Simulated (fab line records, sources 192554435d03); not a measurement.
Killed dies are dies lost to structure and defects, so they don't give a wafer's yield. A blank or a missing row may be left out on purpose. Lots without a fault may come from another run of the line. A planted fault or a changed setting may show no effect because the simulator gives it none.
Split-lot experiment | flow n5_finfet | 7 lots, 21 wafers read, on a route of 1938 steps

THE SPLIT
At N5_SD_EPI_P_EPI_21 (deposits SiGe:B, time 355 s), the setting epi_growth_time_s was moved away from the recipe's 355 s on 7 of the 21 wafers read, by -10.3% to +10.3%. The other wafers ran this setting at the recipe's value.

FROM THE SPLIT TO THE READING: what the file shows between them, 2 steps
- N5_SD_EPI_P_HM_STRIP_48: strips SiNx in H3PO4, material SiNx, target depth 3 nm
- N5_SD_EPI_P_SRD_49: time 30 s

THE READING
SiGe-B_of_SD_EPI_P_EPI_21.thk_nm (the simulator's own value, which no gauge read), in nm, at N5_SD_EPI_P_PRECLEAN_24 (cleans in O3/DIW, time 45 s). The file gives no usual value for it. The 14 wafers here that ran the recipe average 60.4 nm, standard deviation 0.78 nm.

wafer  | tool, chamber at the split | epi_growth_time_s as run, s | against the recipe | SiGe-B_of_SD_EPI_P_EPI_21.thk_nm, nm | against lot-mates on the recipe
L077.2 | epi_rpcvd-04, 0            | 367                         | +3.4%              | 61.6                                 | +1.4
L077.5 | epi_rpcvd-04, 0            | 355                         | recipe             | 60.2                                 | -
L077.6 | epi_rpcvd-04, 0            | 367                         | +3.4%              | 61.8                                 | +1.6
L080.2 | epi_rpcvd-03, 0            | 355                         | recipe             | 62.4                                 | -
L080.3 | epi_rpcvd-03, 0            | 332.9                       | -6.2%              | 59.6                                 | -2.8
L080.5 | epi_rpcvd-03, 0            | 332.9                       | -6.2%              | 59                                   | -3.4
L083.1 | epi_rpcvd-03, 0            | 355                         | recipe             | 59.6                                 | -
L083.2 | epi_rpcvd-03, 0            | 355                         | recipe             | 59.2                                 | -
L083.6 | epi_rpcvd-03, 0            | 374.3                       | +5.4%              | 61                                   | +1.6
L087.2 | epi_rpcvd-04, 0            | 355                         | recipe             | 60.2                                 | -
L087.3 | epi_rpcvd-04, 0            | 355                         | recipe             | 60.6                                 | -
L087.6 | epi_rpcvd-04, 0            | 355                         | recipe             | 59.6                                 | -
L088.3 | epi_rpcvd-02, 0            | 318.6                       | -10.3%             | 56                                   | -4.7
L088.4 | epi_rpcvd-02, 0            | 355                         | recipe             | 60.8                                 | -
L088.5 | epi_rpcvd-02, 0            | 355                         | recipe             | 60.6                                 | -
L093.2 | epi_rpcvd-03, 0            | 391.4                       | +10.3%             | 65.4                                 | +4.5
L093.4 | epi_rpcvd-03, 0            | 355                         | recipe             | 61.2                                 | -
L093.6 | epi_rpcvd-03, 0            | 355                         | recipe             | 60.6                                 | -
L095.2 | epi_rpcvd-03, 0            | 355                         | recipe             | 59.8                                 | -
L095.5 | epi_rpcvd-03, 0            | 355                         | recipe             | 59.8                                 | -
L095.4 | epi_rpcvd-03, 0            | 355                         | recipe             | 60.6                                 | -

THE FIT
A straight line over all 21 wafers: SiGe-B_of_SD_EPI_P_EPI_21.thk_nm changes by +0.359 nm for each +1% of epi_growth_time_s; r = +0.86; the points scatter about the line by 0.9 nm.
The same after taking each lot's own level away (the mean of its wafers on the recipe; 21 wafers): +0.446 nm for each +1%; r = +0.98; scatter 0.34 nm.
On that fit, the largest move of epi_growth_time_s shifts the reading by 4.6 nm.
The lots' own levels span 59.40 to 62.40 nm, that is 3.9 times the standard deviation above.
So the lot-to-lot level changes the slope: the two fits differ.
Check: with one of the wafers moved furthest among these (+10.3%) left out of the fit, the line predicts +4.49 nm for it against its lot-mates. It came out at +4.5 nm against them.

OTHER SPLITS ON THESE WAFERS
These wafers also went through other splits before the reading. Each is held against what the fit with the lots' levels taken away leaves over:
other split on the same wafers | wafers away from the commonest value | r with SiGe-B_of_SD_EPI_P_EPI_21.thk_nm (lot level and that fit taken away)
N5_SD_EPI_N_PEB_07 peb_temp_c  | 12                                   | -0.09

THE WHOLE CHAIN: every reading that the file lists as answering this split, in the file's order
step                    | what it does                                           | reading                                                                           | change (the file's fit)               | r (the file's)
N5_SD_EPI_P_EPI_21      | deposits SiGe:B, time 355 s                            | SiGe-B_of_SD_EPI_P_EPI_21.thk_nm (the simulator's own value, which no gauge read) | +0.45 nm for each +1% of the setting  | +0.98
N5_SD_EPI_P_HM_STRIP_48 | strips SiNx in H3PO4, material SiNx, target depth 3 nm | SiGe-B_of_SD_EPI_P_EPI_21.thk_nm (the simulator's own value, which no gauge read) | +0.43 nm for each +1% of the setting  | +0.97
N5_SD_EPI_P_PRECLEAN_24 | cleans in O3/DIW, time 45 s                            | SiGe-B_of_SD_EPI_P_EPI_21.thk_nm (the simulator's own value, which no gauge read) | +0.439 nm for each +1% of the setting | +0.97

THE FILE'S OWN FIT
SiGe-B_of_SD_EPI_P_EPI_21.thk_nm changes by +0.439 nm for each +1% of epi_growth_time_s, r = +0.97.
